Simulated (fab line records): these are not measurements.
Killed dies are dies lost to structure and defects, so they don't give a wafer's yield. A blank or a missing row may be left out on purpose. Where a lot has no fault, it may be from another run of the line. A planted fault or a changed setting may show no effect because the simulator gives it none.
Chamber matching :: flow nand-harc :: 3 sister chambers for NHARC_A_SLIT_DEP_23 on pecvd-02
The step deposits SiON, target thk 100 nm. 6 wafers are shown with their chamber, then 9 later ones without.

WAFERS WITH THEIR CHAMBER
wafer: L076.3
chamber: 1
heater-power-outer-w (W): 461
heater-power-w (W): 703

wafer: L078.6
chamber: 1
heater-power-outer-w (W): 452
heater-power-w (W): 673

wafer: L083.5
chamber: 2
heater-power-outer-w (W): 455
heater-power-w (W): 761

wafer: L085.3
chamber: 0
heater-power-outer-w (W): 486
heater-power-w (W): 765

wafer: L085.5
chamber: 2
heater-power-outer-w (W): 371
heater-power-w (W): 645

wafer: L085.6
chamber: 0
heater-power-outer-w (W): 503
heater-power-w (W): 775

WAFERS WITHOUT THEIR CHAMBER
wafer: L087.1
heater-power-outer-w (W): 492
heater-power-w (W): 747

wafer: L087.2
heater-power-outer-w (W): 459
heater-power-w (W): 768

wafer: L087.4
heater-power-outer-w (W): 462
heater-power-w (W): 747

wafer: L093.4
heater-power-outer-w (W): 404
heater-power-w (W): 667

wafer: L093.5
heater-power-outer-w (W): 458
heater-power-w (W): 690

wafer: L093.6
heater-power-outer-w (W): 558
heater-power-w (W): 878

wafer: L095.1
heater-power-outer-w (W): 469
heater-power-w (W): 762

wafer: L095.2
heater-power-outer-w (W): 498
heater-power-w (W): 740

wafer: L095.6
heater-power-outer-w (W): 488
heater-power-w (W): 789

CHAMBER TAKEN BY EACH
wafer: L087.1
from the rows above: can't be placed: 0 or 1 or 2
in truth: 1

wafer: L087.2
from the rows above: can't be placed: 0 or 1 or 2
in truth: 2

wafer: L087.4
from the rows above: can't be placed: 0 or 1 or 2
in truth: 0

wafer: L093.4
from the rows above: can't be placed: 2 or 1
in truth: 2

wafer: L093.5
from the rows above: can't be placed: 1 or 2 or 0
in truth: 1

wafer: L093.6
from the rows above: can't be placed: 0 or 1
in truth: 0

wafer: L095.1
from the rows above: can't be placed: 0 or 1 or 2
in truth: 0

wafer: L095.2
from the rows above: can't be placed: 0 or 1 or 2
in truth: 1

wafer: L095.6
from the rows above: can't be placed: 0 or 1
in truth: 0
Correctly placed: 0 of 9. Not placeable from these rows: 9 (in 9, the candidates include the true chamber). Placed wrongly: 0.
How it was worked out, from the rows above alone: a wafer's distance from a chamber is the root of the sum, over the readings, of the square of ((its reading less the chamber's mean) divided by the reading's scatter). If the next closest chamber is less than 2 further off than the closest, the wafer can't be placed; otherwise it belongs to the closest. For every chamber, the mean is computed from those of its wafers that are shown. The scatter is the square root of a quotient: the sum, over the shown wafers, of each reading's squared deviation from its chamber's mean, divided by wafers minus chambers.
